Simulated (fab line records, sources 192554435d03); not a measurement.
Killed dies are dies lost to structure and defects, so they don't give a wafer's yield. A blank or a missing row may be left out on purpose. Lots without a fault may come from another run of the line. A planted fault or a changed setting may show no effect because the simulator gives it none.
fab line records | flow n5_finfet
record lots=7 wafers=39
route steps=1938 shown BEOL_M6@1212 BEOL_M9@1460 BEOL_M10@1533 BEOL_M13@1705 TV_OPEN@1890
start_h: hours from the record's first day to the start of the lot's first wafer shown | wait_h: hours since the lot's step before | " the same as in the row above | L1.1+2: a row that stands for several wafers | - no value, or no start given | * or withheld: withheld | < > ~ a bound
route shown NAME@n: a module of which the file shows steps, and the number in the route of the first | usual: mean/standard deviation of fault-free wafers | same: alike in all rows | chamber/n: place in a boat | sites: the reading at each site | _std_site: their standard deviation | _edge_site: outer sites' mean less inner sites' | radius_mm: how far each site lies from the wafer's centre | mask NAME#n: copy n | behind: the tool/chamber that last shaped the wafer | hold: why the lot was held/for how many hours/how that ended | device: the transistor (n, p or np) that didn't switch | end of line: the same wafers' tests at the end of the route | a step without rows: its recipe alone | killed: dies lost to structure and defects at the first sort, not the wafer's yield | map: a wafer's dies, x killed, . not, _ none there
set.NAME: the setting as run; set.NAME@STEP: as run at that earlier step | model.NAME: the simulator's own value behind a step, which no gauge read
lots whose settings were changed on purpose; a table a step, a row a wafer
## steps
# step N5_BEOL_M6_ETCH_62
# recipe chemistry=N2/H2 target=SOC target_depth_a=1100 overetch_a=220 mask_material=SiARC temp_c=40 time_s=165 ion_energy_ev=200 pressure_mtorr=30 source_w=840 bias_w=150 n2_flow_sccm=200 h2_flow_sccm=200
# columns lot.wafer tool chamber start_h wait_h set.time_s model.SiARC_of_BEOL_M6_COAT_60.thk_nm
L074.3 rie_diel-01 1 180.57 0.0 165 28.4
L074.5+6 " 0,1 " " 165 28.2
L075.1+2 rie_diel-01 3,2 183.09 0.0 165 28.4
L075.3+4+5 " 0,1,1 " " 76.08 32
L075.6 " 2 " " 165 28.2
L081.1+5 rie_diel-06 3 224.43 0.0 221.4 26
L081.2 " 2 " " 165 28.8
L081.3 " 1 " " 165 28.4
L081.4 " 0 " " 165 28.6
L081.6 " 0 " " 221.4 26.4
L080.1+2+4 rie_diel-06 2,1,0 225.77 0.0 139.4 29.4
L080.3+6 " 3 " " 165 28.2
L080.5 " 0 " " 165 28.6
L088.1 rie_diel-06 1 271.21 0.0 165 28.2
L088.2+4 " 0,2 " " 218.2 26.2
L088.3 " 3 " " 218.2 26
L088.5 " 3 " " 165 28
L088.6 " 2 " " 165 28.4
L093.1 rie_diel-01 0 300.80 0.0 165 28.2
L093.2+5 " 1,3 " " 165 28.4
L093.3+6 " 2,0 " " 196.8 27
L093.4 " 3 " " 196.8 27.2
L094.1+3+5 rie_diel-06 0,3,0 312.48 0.0 165 28.4
L094.2 " 2 " " 165 28.6
L094.4+6 " 1,3 " " 165 28.2
# step N5_BEOL_M6_STRIP_68
# recipe chemistry=N2/H2 temp_c=40 n2_flow_sccm=200 h2_flow_sccm=200 rf_frequency_hz=6e+07
# step N5_BEOL_M6_STRIP_67
# recipe chemistry=CF4 resist=SiARC power_w=300 bias_power_w=75 pressure_mtorr=50 cf4_flow_sccm=150 rf_frequency_hz=6e+07
# step N5_BEOL_M6_HM_OPEN_17
# recipe chemistry=Cl2/BCl3 target_depth_a=200 overetch_a=60 target=TiN mask_material=SOC ion_energy_ev=150 pressure_mtorr=10 icp_w=1000 bias_w=126 Cl2_flow_sccm=53.25 bcl3_flow_sccm=21.75 Ar_flow_sccm=25
# columns lot.wafer tool chamber start_h wait_h set.time_s@BEOL_M6_ETCH_62 model.etch.depth_nm
L074.3 rie_metal-01 0 180.78 0.1 165 19.84
L074.5 " 0 " " 165 20.19
L074.6 " 1 " " 165 19.57
L075.1+2 rie_metal-03 0,1 183.28 0.0 165 19.82
L075.3 " 0 " " 76.08 19.97
L075.4 " 1 " " 76.08 19.82
L075.5 " 0 " " 76.08 19.75
L075.6 " 1 " " 165 19.84
L081.1 rie_metal-02 1 224.61 0.0 221.4 14.28
L081.2 " 0 " " 165 19.9
L081.3 " 1 " " 165 20.14
L081.4 " 0 " " 165 20.19
L081.5 " 0 " " 221.4 14.64
L081.6 " 1 " " 221.4 14.38
L080.1 rie_metal-01 1 225.95 0.0 139.4 19.98
L080.2 " 1 " " 139.4 19.74
L080.3 " 1 " " 165 19.85
L080.4 " 1 " " 139.4 19.94
L080.5 " 1 " " 165 19.93
L080.6 " 1 " " 165 19.88
L088.1+5 rie_metal-01 1 271.40 0.0 165 20.64
L088.2 " 0 " " 218.2 15.37
L088.3 " 1 " " 218.2 14.81
L088.4 " 0 " " 218.2 15.31
L088.6 " 0 " " 165 20.04
L093.1 rie_metal-01 1 300.99 0.0 165 20.3
L093.2 " 0 " " 165 20.17
L093.3 " 0 " " 196.8 17.16
L093.4 " 1 " " 196.8 17.15
L093.5 " 0 " " 165 20.15
L093.6 " 1 " " 196.8 17.02
L094.1 rie_metal-03 1 312.67 0.0 165 19.97
L094.2+4 " 0 " " 165 20.14
L094.3 " 1 " " 165 19.98
L094.5+6 " 1,0 " " 165 20.08
# step N5_BEOL_M9_CVD_78
# recipe material=Co target_thk_a=20 temp_c=withheld precursor=CCTBA/H2 pressure_torr=30 time_s=138.9
# columns lot.wafer tool chamber start_h wait_h set.target_thk_a model.Co_of_BEOL_M9_CVD_78.thk_nm
L074.3+5+6 cvd_co-02 0,0,2 206.70 0.3 20 2
L075.1 cvd_co-02 1 207.95 0.0 20 2
L075.2+3+4 " 0,2,1 " " 15.5 1.4
L075.5+6 " 0,2 " " 20 1.8
L081.1 cvd_co-02 1 250.98 0.0 20 1.8
L081.2+3+5 " 0,2,1 " " 29.11 2.8
L081.4+6 " 2,0 " " 20 2
L080.1+4 cvd_co-02 0 254.48 0.3 30.39 3
L080.2 " 2 " " 20 2
L080.3+5 " 1,2 " " 20 1.8
L080.6 " 1 " " 30.39 2.8
L088.1+2+3+4+5+6 cvd_co-01 1,0,2,2,1,0 299.97 0.1 20 2
L093.1+2+4 cvd_co-02 2,1,2 331.29 0.0 29.95 3
L093.3+5+6 " 0,1,0 " " 20 2
L094.1+3+5+6 cvd_co-02 0,2,1,2 344.21 0.1 20 1.8
L094.2+4 " 1,0 " " 20 1.6
# step N5_BEOL_M10_DEP_56
# recipe material=SiCN target_thk_a=150 temp_c=withheld precursor=3MS/NH3 pressure_torr=3 rf_w=202 time_s=26.5
# columns lot.wafer tool chamber start_h wait_h set.target_thk_a model.SiCN_of_BEOL_M10_DEP_56.thk_nm
L074.3 pecvd-04 2 216.68 0.0 150 14.8
L074.5 " 2 " " 150 15
L074.6 " 0 " " 150 15.2
L075.1+2+3 pecvd-03 1,0,2 216.76 0.0 150 15
L075.4+5 " 2,0 " " 150 15.4
L075.6 " 1 " " 150 15.2
L081.1 pecvd-04 0 260.15 0.0 150 14.8
L081.2 " 1 " " 150 15
L081.3+4+5 " 2,0,1 " " 86.89 8.8
L081.6 " 2 " " 150 15.4
L080.1+3 pecvd-03 0,2 263.89 0.0 150 15
L080.2 " 1 " " 150 14.8
L080.4+6 " 1,0 " " 150 15.2
L080.5 " 2 " " 150 15.4
L088.1+4 pecvd-01 1,0 308.46 0.0 150 15.2
L088.2 " 0 " " 60.01 6.2
L088.3 " 2 " " 60.01 6.4
L088.5 " 2 " " 150 15.4
L088.6 " 1 " " 60.01 6
L093.1+2+5 pecvd-03 0,1,1 341.47 0.0 150 15
L093.3 " 2 " " 150 14.8
L093.4+6 " 0,2 " " 150 15.2
L094.1 pecvd-04 2 351.94 0.0 150 14.6
L094.2+4+5+6 " 1,1,2,0 " " 150 15
L094.3 " 0 " " 150 14.8
# step N5_BEOL_M13_SPUTTER_43
# recipe material=TaN target_thk_a=150 temp_c=50 bias_v=168.6 power_w=15000 chamber_pressure_pa=0.12 time_s=24.19
# columns lot.wafer tool chamber start_h wait_h set.time_s model.TaN_of_BEOL_M13_SPUTTER_43.thk_nm
L074.3+5 pvd_sputter-03 - 233.73 0.0 24.19 15
L074.6 " - " " 24.19 14.8
L075.1+2+4 pvd_sputter-03 - 234.31 0.0 24.19 14.8
L075.3 " - " " 24.19 14.6
L075.5+6 " - " " 24.19 15
L081.1+3 pvd_sputter-02 - 275.69 0.0 33.47 20.8
L081.2+5 " - " " 24.19 15
L081.4 " - " " 24.19 14.8
L081.6 " - " " 33.47 20.6
L080.1 pvd_sputter-01 - 284.03 0.0 12.33 7.6
L080.2 " - " " 24.19 15
L080.3+4 " - " " 24.19 15.2
L080.5+6 " - " " 12.33 7.8
L088.1+2 pvd_sputter-02 - 326.32 0.0 12.28 7.4
L088.3+4 " - " " 24.19 14.8
L088.5 " - " " 12.28 7.2
L088.6 " - " " 24.19 15
L093.1+6 pvd_sputter-02 - 362.36 0.0 38.12 23.4
L093.2 " - " " 24.19 15
L093.3 " - " " 24.19 14.8
L093.4 " - " " 38.12 23.2
L093.5 " - " " 24.19 14.6
L094.1+2+5 pvd_sputter-03 - 369.50 0.0 24.19 15
L094.3+6 " - " " 31.12 19.2
L094.4 " - " " 31.12 19.4
# step N5_BEOL_M13_SPUTTER_44
# recipe material=Ta target_thk_a=100 temp_c=50 bias_v=80 power_w=15000 chamber_pressure_pa=0.07 time_s=16.13
# step N5_BEOL_M13_SPUTTER_45
# recipe material=Cu target_thk_a=800 temp_c=-20 bias_v=60 power_w=26000 chamber_pressure_pa=0.13 time_s=13.33
# step N5_BEOL_M13_ECD_47
# recipe material=Cu target_thk_a=9360
# step N5_BEOL_M13_ANNEAL_48
# recipe temp_c=225 time_s=90 ambient=N2
# step N5_BEOL_M13_CMP_49
# recipe stop_on=SiOC t_overpolish_s=17.1 down_force_psi=1 platen_rpm=50 clearing_platen_down_force_psi=1.5 clearing_platen_rpm=50 post_cmp_clean=cu_alkaline target_thk_nm=420 clearing_platen_pad_velocity_m_s=0.99484 pad_velocity_m_s=0.99484
# usual barrier_field_endpoint_s=30.1/1
# columns lot.wafer tool chamber start_h wait_h set.time_s@BEOL_M13_SPUTTER_43 barrier_field_endpoint_s
L074.3 cmp-02 3 234.58 0.2 24.19 30.4
L074.6 " 2 " " 24.19 29.7
L074.5 " 3 " " 24.19 30.7
L075.4 cmp-02 1 235.05 0.1 24.19 28.6
L075.3 " 2 " " 24.19 28.5
L075.1 " 3 " " 24.19 29.1
L075.2 " 0 " " 24.19 29.3
L075.5 " 1 " " 24.19 28.6
L075.6 " 2 " " 24.19 28.7
L081.4 cmp-02 0 276.53 0.1 24.19 29.7
L081.1 " 1 " " 33.47 35.7
L081.2 " 2 " " 24.19 29.9
L081.3 " 3 " " 33.47 36.5
L081.5 " 0 " " 24.19 30.6
L081.6 " 1 " " 33.47 35.5
L080.3 cmp-01 3 285.23 0.2 24.19 28.7
L080.1 " 0 " " 12.33 21.3
L080.2 " 1 " " 24.19 30.5
L080.4 " 2 " " 24.19 30.5
L080.5 " 3 " " 12.33 21.2
L080.6 " 0 " " 12.33 21.7
L088.4 cmp-02 1 327.27 0.1 24.19 29.8
L088.1 " 2 " " 12.28 20.4
L088.3 " 3 " " 24.19 29.5
L088.2 " 0 " " 12.28 21.5
L088.5 " 1 " " 12.28 20.3
L088.6 " 2 " " 24.19 30.4
L093.4 cmp-03 2 363.19 0.1 38.12 41.3
L093.1 " 3 " " 38.12 39.8
L093.3 " 0 " " 24.19 30.3
L093.2 " 1 " " 24.19 29.9
L093.5 " 2 " " 24.19 30.0
L093.6 " 3 " " 38.12 40.3
L094.1 cmp-01 1 370.24 0.3 24.19 32.0
L094.4 " 2 " " 31.12 37.6
L094.3 " 3 " " 31.12 34.4
L094.2 " 0 " " 24.19 31.5
L094.5 " 1 " " 24.19 31.9
L094.6 " 2 " " 31.12 37.9
# step N5_PASSIVATION_ETCH_15
# recipe chemistry=CF4/N2 target=SiCN target_depth_a=750 taper_deg=2 time_s=81.2 ion_energy_ev=150 mask_material=SiNx pressure_mtorr=40 source_w=430 bias_w=70 Ar_flow_sccm=100 cf4_flow_sccm=60 n2_flow_sccm=60
# columns lot.wafer tool chamber start_h wait_h set.target_depth_a model.etch.depth_nm
L074.3 rie_diel-05 2 - - 750 67.07
L074.5 " 0 " " 750 63.89
L074.6 " 1 " " 750 64.47
L075.1 rie_diel-04 1 - - 1110 97.44
L075.2 " 2 " " 1110 99.65
L075.3 " 3 " " 750 65.2
L075.4 " 0 " " 750 66.64
L075.5 " 1 " " 1110 97.98
L075.6 " 0 " " 750 66.6
L081.1 rie_diel-02 1 - - 1089 92.61
L081.2 " 2 " " 1089 92.99
L081.3 " 0 " " 750 65.84
L081.4 " 0 " " 750 65.77
L081.5 " 2 " " 1089 93.73
L081.6 " 1 " " 750 64.53
L080.1 rie_diel-04 2 - - 331.3 29.63
L080.2 " 3 " " 750 65.8
L080.3 " 0 " " 750 67.32
L080.4 " 1 " " 331.3 29.71
L080.5 " 2 " " 331.3 29.76
L080.6 " 3 " " 750 66.19
L088.1 rie_diel-05 1 - - 1149 98.66
L088.2 " 0 " " 750 63.76
L088.3 " 3 " " 1149 96.38
L088.4 " 2 " " 1149 100.4
L088.5 " 0 " " 750 64.08
L088.6 " 1 " " 750 64.33
L093.1 rie_diel-04 2 - - 580 51.64
L093.2 " 0 " " 750 66.91
L093.3 " 1 " " 750 66.23
L093.4 " 3 " " 750 64.93
L093.5 " 1 " " 580 51.29
L093.6 " 2 " " 580 51.75
L094.1 rie_diel-05 2 - - 750 64.74
L094.2 " 1 " " 636.7 54.8
L094.3 " 3 " " 636.7 52.95
L094.4 " 0 " " 636.7 54.15
L094.5 " 1 " " 750 64.01
L094.6 " 0 " " 750 62.97
## key
split step=N5_BEOL_M6_ETCH_62 setting=time_s stated=165 by=wafer
response step=N5_BEOL_M6_ETCH_62 reading=model.SiARC_of_BEOL_M6_COAT_60.thk_nm change=-0.068 per=1% r=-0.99
response step=N5_BEOL_M6_HM_OPEN_17 reading=model.etch.depth_nm shape=bent at_lowest=19.85 at_stated=20.06 at_highest=14.43
split step=N5_BEOL_M9_CVD_78 setting=target_thk_a stated=20 by=wafer
response step=N5_BEOL_M9_CVD_78 reading=model.Co_of_BEOL_M9_CVD_78.thk_nm change=+0.02 per=1% r=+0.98
split step=N5_BEOL_M10_DEP_56 setting=target_thk_a stated=150 by=wafer
response step=N5_BEOL_M10_DEP_56 reading=model.SiCN_of_BEOL_M10_DEP_56.thk_nm change=+0.15 per=1% r=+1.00
split step=N5_BEOL_M13_SPUTTER_43 setting=time_s stated=24.19 by=wafer
response step=N5_BEOL_M13_SPUTTER_43 reading=model.TaN_of_BEOL_M13_SPUTTER_43.thk_nm change=+0.15 per=1% r=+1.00
response step=N5_BEOL_M13_CMP_49 reading=barrier_field_endpoint_s change=+0.176 per=1% r=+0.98
split step=N5_PASSIVATION_ETCH_15 setting=target_depth_a stated=750 by=wafer
response step=N5_PASSIVATION_ETCH_15 reading=model.etch.depth_nm change=+0.649 per=1% r=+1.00
